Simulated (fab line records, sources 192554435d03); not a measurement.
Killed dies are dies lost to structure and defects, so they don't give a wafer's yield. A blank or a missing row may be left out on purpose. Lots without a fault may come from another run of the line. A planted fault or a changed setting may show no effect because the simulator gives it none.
Chamber matching | flow n5_finfet | N5_BEOL_M7_STRIP_67 on rie_diel-06: 4 sister chambers
The step strips in CF4. 8 wafers are shown with their chamber, then 10 later ones without.

WAFERS WITH THEIR CHAMBER
wafer  | chamber | showerhead_plenum_p_Torr (Torr) | throttle_valve_pct (%)
L081.5 | 3       | 1.67                            | 13.51
L083.1 | 1       | 1.83                            | 13.14
L083.4 | 0       | 1.75                            | 13.08
L085.1 | 3       | 1.66                            | 13.52
L085.4 | 1       | 1.83                            | 13.16
L085.5 | 2       | 1.84                            | 13.25
L089.3 | 2       | 1.83                            | 13.25
L089.5 | 0       | 1.74                            | 13.10

WAFERS WITHOUT THEIR CHAMBER
wafer  | showerhead_plenum_p_Torr (Torr) | throttle_valve_pct (%)
L089.6 | 1.83                            | 13.19
L093.1 | 1.66                            | 13.52
L093.3 | 1.83                            | 13.16
L093.4 | 1.83                            | 13.27
L086.3 | 1.66                            | 13.55
L086.4 | 1.83                            | 13.29
L086.5 | 1.66                            | 13.56
L096.3 | 1.66                            | 13.56
L096.4 | 1.83                            | 13.27
L096.5 | 1.66                            | 13.56

WHICH CHAMBER EACH WENT THROUGH
wafer  | from the rows above     | in truth
L089.6 | can't be placed: 1 or 2 | 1
L093.1 | 3                       | 3
L093.3 | 1                       | 1
L093.4 | 2                       | 2
L086.3 | 3                       | 3
L086.4 | 2                       | 2
L086.5 | 3                       | 3
L096.3 | 3                       | 3
L096.4 | 2                       | 2
L096.5 | 3                       | 3
Placed correctly: 9 of 10. Can't be placed from these rows: 1 (the true chamber is among the candidates in 1). Placed wrongly: 0.
How it was worked out, from the rows above alone: a wafer's distance from a chamber is the root of the sum, over the readings, of the square of ((its reading less the chamber's mean) divided by the reading's scatter). The wafer belongs to the nearest chamber; if the next one is less than 2 further off, it can't be placed. A chamber's mean is the mean of its shown wafers. The scatter: the root of (the sum of the squares of (reading less its chamber's mean) over the shown wafers, divided by (wafers less chambers)).
